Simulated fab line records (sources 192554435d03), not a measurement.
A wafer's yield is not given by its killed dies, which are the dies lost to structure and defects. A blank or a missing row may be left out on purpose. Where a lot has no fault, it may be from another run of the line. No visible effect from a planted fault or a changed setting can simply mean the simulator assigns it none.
A sampling plan put to the test	flow n5Finfet	one line in one fab, 3 faults in these records, each fault weighed on the records of the lots it struck
The line's own looks make up the plan; these are the steps of the route where a gauge or inspection reads the wafer and leaves it unchanged. A look can be judged if struck wafers have a number there and the file gives its usual mean and standard deviation on fault-free wafers. Caught: at a look after the fault's first step, the mean of the struck wafers lies 4 or more of those standard deviations (sigma) from the usual mean. On the tool: here the same test is run on the tool's own readings at the fault's steps. Another recipe on the struck wafers, or a record that is blank for them alone, also counts as caught.

## THE FAULTS, as the simulator had put them in
1. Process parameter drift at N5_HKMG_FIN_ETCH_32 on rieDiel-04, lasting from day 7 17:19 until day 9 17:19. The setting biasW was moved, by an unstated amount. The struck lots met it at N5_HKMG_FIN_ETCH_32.
2. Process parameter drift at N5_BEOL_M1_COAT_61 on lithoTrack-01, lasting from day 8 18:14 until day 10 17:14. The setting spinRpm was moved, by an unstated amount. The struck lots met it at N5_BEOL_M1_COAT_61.
3. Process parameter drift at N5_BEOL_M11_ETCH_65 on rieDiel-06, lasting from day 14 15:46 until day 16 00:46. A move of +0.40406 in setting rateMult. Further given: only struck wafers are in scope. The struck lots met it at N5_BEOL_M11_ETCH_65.

## WHAT THE PLAN SAW
fault	on the tool itself	first look that catches it	reading, sigma	median hours from its first step to that look	hours from the fault's start to the first struck lot there	judged looks passed uncaught
1	biasW -23 sigma	not the one look that can be judged after it	-	-	-	1
2	spinSpeedRpm +99 or beyond sigma	not the one look that can be judged after it	-	-	-	1
3	etchRfOnTimeS -13 sigma	no look after it can be judged	-	-	-	0
A dash: the fault is not caught, or the number is missing from these records.

Caught at a look: 0 of 3. Caught on the tool: 3 of 3. By one or the other: 3 of 3.
Faults 1, 2, 3 were caught on the tool alone.
